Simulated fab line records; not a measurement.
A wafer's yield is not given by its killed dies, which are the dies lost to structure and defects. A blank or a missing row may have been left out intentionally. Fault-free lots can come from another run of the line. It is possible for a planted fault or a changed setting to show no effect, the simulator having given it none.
Which tool was responsible? + flow nandHarc + 6 lots with 18 wafers sampled at 5 steps, on a route of 1302 steps

== WHAT THE GAUGES READ, wafer by wafer ==
NHARC_END_SORT_01.
| lot  | measured     | on        | defectLimitedYield (%) |
|------|--------------|-----------|------------------------|
| L419 | day 27 14:01 | prober-01 | 93.1 92.5 92.6         |
| L423 | day 29 12:00 | prober-01 | 0 0 0                  |

== EACH LOT AND THE TOOL THAT RAN IT (in order: tool; ch and the chambers of the sampled wafers; start) ==
| lot  | NHARC_P_M2_PVD_20                      | NHARC_P_BONDPAD_CMP_32        | NHARC_P_BONDPAD_ETCH_37           | NHARC_P_BONDPAD_PRE_CLEAN_26           |
|------|----------------------------------------|-------------------------------|-----------------------------------|----------------------------------------|
| L413 | pvdSputter-02, day 7 04:16 or earlier  | cmp-02 ch 0,2,3, day 7 04:16  | rieDiel-01 ch 0,1,2, day 7 05:44  | pvdSputter-03, no start                |
| L417 | pvdSputter-01, day 8 13:49 or earlier  | cmp-01 ch 2,3, day 8 13:49    | rieDiel-09 ch 0,2,3, day 8 14:47  | pvdSputter-01, no start                |
| L419 | pvdSputter-03, day 9 09:07 or earlier  | cmp-02 ch 1,2,3, day 9 09:07  | rieDiel-12 ch 0,3, day 9 10:10    | pvdSputter-01, day 27 14:01 or earlier |
| L423 | pvdSputter-01, day 11 03:35 or earlier | cmp-02 ch 0,1,3, day 11 03:35 | rieDiel-01 ch 0,1, day 11 04:43   | pvdSputter-03, day 29 12:00 or earlier |
| L431 | pvdSputter-01, day 14 11:21 or earlier | cmp-01 ch 0,2,3, day 14 11:21 | rieDiel-12 ch 1,2, day 14 12:28   | pvdSputter-01, no start                |
| L435 | pvdSputter-02, day 15 23:50 or earlier | cmp-02 ch 0,1,3, day 15 23:50 | rieDiel-12 ch 0,2,3, day 16 00:50 | pvdSputter-02, no start                |
- NHARC_P_M2_PVD_20: deposits TaN, target thk 5 nm, time 8.06 s.
- NHARC_P_BONDPAD_CMP_32: polishes SiCN, target thk 200 nm.
- NHARC_P_BONDPAD_ETCH_37: etches the open film in N2/H2, target depth 60 nm, overetch 18 nm, time 65.91 s.
- NHARC_P_BONDPAD_PRE_CLEAN_26: time 30 s.

== THE ANSWER, worked out from the rows above alone ==
Rule: the lots themselves supply what counts as usual. Put in order of their means at a reading, lots are off if they are a third of the lots or fewer, leave a main group of 4 or more, and stand apart from it by a gap of 3 or more times the standard deviation of the main group's means; of several such gaps the widest counts. If all means in a main group match to the digits the tables above print for the reading, that group is not used. Also off: a lot with no number at a reading for which 4 or more lots have one. Any other lot the step has rows for is counted as sound.
Nothing can be told from this: no lot is off at any reading shown.

== WHAT WAS PUT IN BY THE SIMULATOR ==
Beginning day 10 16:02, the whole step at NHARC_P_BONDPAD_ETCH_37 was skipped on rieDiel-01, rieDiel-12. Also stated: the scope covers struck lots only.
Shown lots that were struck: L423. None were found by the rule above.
